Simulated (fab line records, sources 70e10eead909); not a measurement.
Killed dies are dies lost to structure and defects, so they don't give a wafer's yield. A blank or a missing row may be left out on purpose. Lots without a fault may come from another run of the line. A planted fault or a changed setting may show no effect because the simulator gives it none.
Chamber matching | flow nand_harc | NHARC_P_STI_ETCH_15 on rie_si-01: 4 sister chambers
The step etches the open film in HBr/Cl2, target depth 300 nm, time 100.1 s. 8 wafers are shown with their chamber, then 7 later ones without.

WAFERS WITH THEIR CHAMBER
wafer  | chamber | rf_fwd_power_W (W) | oes_product_au (a.u.)
L927.1 | 2       | 395.7              | 1.006
L933.1 | 1       | 396.8              | 0.998
L933.5 | 3       | 395.4              | 0.994
L940.1 | 1       | 396.1              | 0.979
L940.3 | 0       | 396.4              | 0.997
L940.5 | 3       | 396.8              | 0.995
L945.2 | 0       | 399.6              | 1.003
L945.4 | 2       | 395.8              | 1.004

WAFERS WITHOUT THEIR CHAMBER
wafer  | rf_fwd_power_W (W) | oes_product_au (a.u.)
L945.5 | 398.8              | 0.980
L948.1 | 396.0              | 0.993
L948.2 | 395.4              | 1.002
L948.4 | 398.9              | 0.983
L949.3 | 396.3              | 0.996
L949.5 | 395.5              | 0.993
L949.6 | 399.3              | 0.987

WHICH CHAMBER EACH WENT THROUGH
wafer  | from the rows above               | in truth
L945.5 | can't be placed: 1 or 0 or 3      | 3
L948.1 | can't be placed: 3 or 1 or 2 or 0 | 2
L948.2 | can't be placed: 2 or 3 or 1 or 0 | 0
L948.4 | can't be placed: 1 or 0 or 3 or 2 | 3
L949.3 | can't be placed: 3 or 1 or 2 or 0 | 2
L949.5 | can't be placed: 3 or 1 or 2 or 0 | 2
L949.6 | can't be placed: 0 or 1 or 3 or 2 | 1
Placed correctly: 0 of 7. Can't be placed from these rows: 7 (the true chamber is among the candidates in 7). Placed wrongly: 0.
How it was worked out, from the rows above alone: a wafer's distance from a chamber is the root of the sum, over the readings, of the square of ((its reading less the chamber's mean) divided by the reading's scatter). The wafer belongs to the nearest chamber; if the next one is less than 2 further off, it can't be placed. A chamber's mean is the mean of its shown wafers. The scatter: the root of (the sum of the squares of (reading less its chamber's mean) over the shown wafers, divided by (wafers less chambers)).
